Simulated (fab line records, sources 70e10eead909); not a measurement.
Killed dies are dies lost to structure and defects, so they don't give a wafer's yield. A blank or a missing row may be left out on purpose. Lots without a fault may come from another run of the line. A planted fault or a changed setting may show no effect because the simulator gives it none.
Which tool did it? | flow nand_harc | 6 lots, 18 wafers sampled, at 5 steps of a route of 1302

WHAT THE GAUGES READ, wafer by wafer
NHARC_END_SORT_01.
lot  | measured     | on        | defect_limited_yield (%)
L851 | day 28 01:55 | prober-01 | 89.7 89.7 90.0
L864 | day 33 09:34 | prober-02 | 89.7 92.2 91.7

WHICH TOOL RAN EACH LOT (tool, then ch and the chambers of the sampled wafers, then the start)
lot  | NHARC_P_CONTACT_ETCH_36                       | NHARC_P_CONTACT_STRIP_28           | NHARC_P_M0_PVD_20            | NHARC_P_M0_PRE_CLEAN_31
L845 | rie_diel-08 ch 0,2,3, day 7 03:01 or earlier  | rie_diel-08 ch 1,2,3, day 7 03:01  | pvd_sputter-03, day 7 07:14  | pecvd-03 ch 0,2, day 7 08:45
L847 | rie_diel-13 ch 1,3, day 7 15:08 or earlier    | rie_diel-10 ch 1,3, day 7 15:08    | pvd_sputter-02, day 7 19:25  | pecvd-04 ch 1,2, day 7 20:58
L851 | rie_diel-08 ch 2,3, day 9 11:08 or earlier    | rie_diel-10 ch 1,2, day 9 11:08    | pvd_sputter-03, day 9 15:24  | pecvd-03 ch 0,1,2, day 9 17:13
L862 | rie_diel-13 ch 0,2,3, day 13 14:21 or earlier | rie_diel-08 ch 0,1,2, day 13 14:21 | pvd_sputter-02, day 13 19:01 | pecvd-03 ch 1,2, day 13 20:32
L864 | rie_diel-08 ch 0,1,3, day 14 19:50 or earlier | rie_diel-13 ch 1,2,3, day 14 19:50 | pvd_sputter-02, day 15 00:08 | pecvd-01 ch 0,1,2, day 15 01:43
L866 | rie_diel-10 ch 0,1,2, day 15 11:35 or earlier | rie_diel-08 ch 0,2, day 15 11:35   | pvd_sputter-01, day 15 15:42 | pecvd-01 ch 0,2, day 15 17:14
- NHARC_P_CONTACT_ETCH_36: etches the open film in N2/H2, target depth 260 nm, time 406.25 s.
- NHARC_P_CONTACT_STRIP_28: strips in O2.
- NHARC_P_M0_PVD_20: deposits TaN, target thk 5 nm, time 8.06 s.
- NHARC_P_M0_PRE_CLEAN_31: time 12 s.

THE ANSWER, worked out from the rows above alone
Rule: what is usual is taken from the lots themselves. Put in order of their means at a reading, lots are off if they are a third of the lots or fewer, leave a main group of 4 or more, and stand apart from it by a gap of 3 or more times the standard deviation of the main group's means; of several such gaps the widest counts. A main group whose means are all the same, to the digits that the tables above print for the reading, isn't used. A lot without any number at a reading at which 4 lots or more have one is off too. The other lots that the step has rows for count as sound.
No lot is off at any reading shown: from this, nothing can be told.

WHAT THE SIMULATOR HAD PUT IN
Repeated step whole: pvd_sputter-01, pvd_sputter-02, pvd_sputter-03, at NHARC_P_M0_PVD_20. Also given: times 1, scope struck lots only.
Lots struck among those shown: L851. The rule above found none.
